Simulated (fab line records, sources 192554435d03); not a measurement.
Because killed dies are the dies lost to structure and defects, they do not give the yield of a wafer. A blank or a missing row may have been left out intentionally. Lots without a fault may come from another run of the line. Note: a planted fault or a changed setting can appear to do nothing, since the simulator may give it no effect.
Matching of chambers :: flow n5 finfet :: 4 sister chambers for N5_MIM_TOP_ALD_00 on ald hk-03
The step deposits Al2O3, purge time 3 s, co reactant pulse time 3 s. 16 wafers are shown with their chamber, then 8 later ones without.

== WAFERS WITH THEIR CHAMBER ==
wafer: L077.2
chamber: 1
precursor pulse height rel: 0.972

wafer: L077.3
chamber: 0
precursor pulse height rel: 1.012

wafer: L077.5
chamber: 0
precursor pulse height rel: 0.967

wafer: L078.2
chamber: 2
precursor pulse height rel: 0.989

wafer: L078.3
chamber: 1
precursor pulse height rel: 0.998

wafer: L078.4
chamber: 3
precursor pulse height rel: 0.985

wafer: L081.3
chamber: 3
precursor pulse height rel: 1.024

wafer: L081.4
chamber: 0
precursor pulse height rel: 1.017

wafer: L081.6
chamber: 1
precursor pulse height rel: 1.028

wafer: L080.2
chamber: 2
precursor pulse height rel: 0.976

wafer: L080.3
chamber: 3
precursor pulse height rel: 1.017

wafer: L080.4
chamber: 0
precursor pulse height rel: 0.973

wafer: L079.1
chamber: 3
precursor pulse height rel: 1.036

wafer: L079.2
chamber: 2
precursor pulse height rel: 0.985

wafer: L079.5
chamber: 1
precursor pulse height rel: 1.015

wafer: L089.1
chamber: 1
precursor pulse height rel: 0.974

SIGNATURES, as means of the wafers listed above
reading: precursor pulse height rel
chamber 0: 0.99225
chamber 1: 0.99740
chamber 2: 0.98333
chamber 3: 1.01550
scatter within a chamber: 0.0223
Rule: for each reading, subtract the chamber's mean from the wafer's reading, divide by that reading's scatter and square the result; add these up over the readings and take the root, which gives the wafer's distance from the chamber. The wafer belongs to the nearest chamber; if the next one is less than 2 further off, it can't be placed. The scatter is the square root of a quotient: the sum, over the shown wafers, of each reading's squared deviation from its chamber's mean, divided by wafers minus chambers.

== WAFERS WHOSE CHAMBER IS MISSING ==
wafer: L089.2
precursor pulse height rel: 1.000

wafer: L089.3
precursor pulse height rel: 0.996

wafer: L091.2
precursor pulse height rel: 0.997

wafer: L091.3
precursor pulse height rel: 0.983

wafer: L091.5
precursor pulse height rel: 0.988

wafer: L094.2
precursor pulse height rel: 1.007

wafer: L094.3
precursor pulse height rel: 0.942

wafer: L094.4
precursor pulse height rel: 1.012

== THE CHAMBER EACH PASSED THROUGH ==
wafer: L089.2
from the rows above: can't be placed: 1 or 0 or 3 or 2
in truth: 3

wafer: L089.3
from the rows above: can't be placed: 1 or 0 or 2 or 3
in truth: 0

wafer: L091.2
from the rows above: can't be placed: 1 or 0 or 2 or 3
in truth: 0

wafer: L091.3
from the rows above: can't be placed: 2 or 0 or 1 or 3
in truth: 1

wafer: L091.5
from the rows above: can't be placed: 0 or 2 or 1 or 3
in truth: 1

wafer: L094.2
from the rows above: can't be placed: 3 or 1 or 0 or 2
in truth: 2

wafer: L094.3
from the rows above: can't be placed: 2 or 0 or 1 or 3
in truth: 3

wafer: L094.4
from the rows above: can't be placed: 3 or 1 or 0 or 2
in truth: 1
0 of 8 placed correctly. Not placeable from these rows: 8 (in 8, the candidates include the true chamber). 0 placed wrongly.
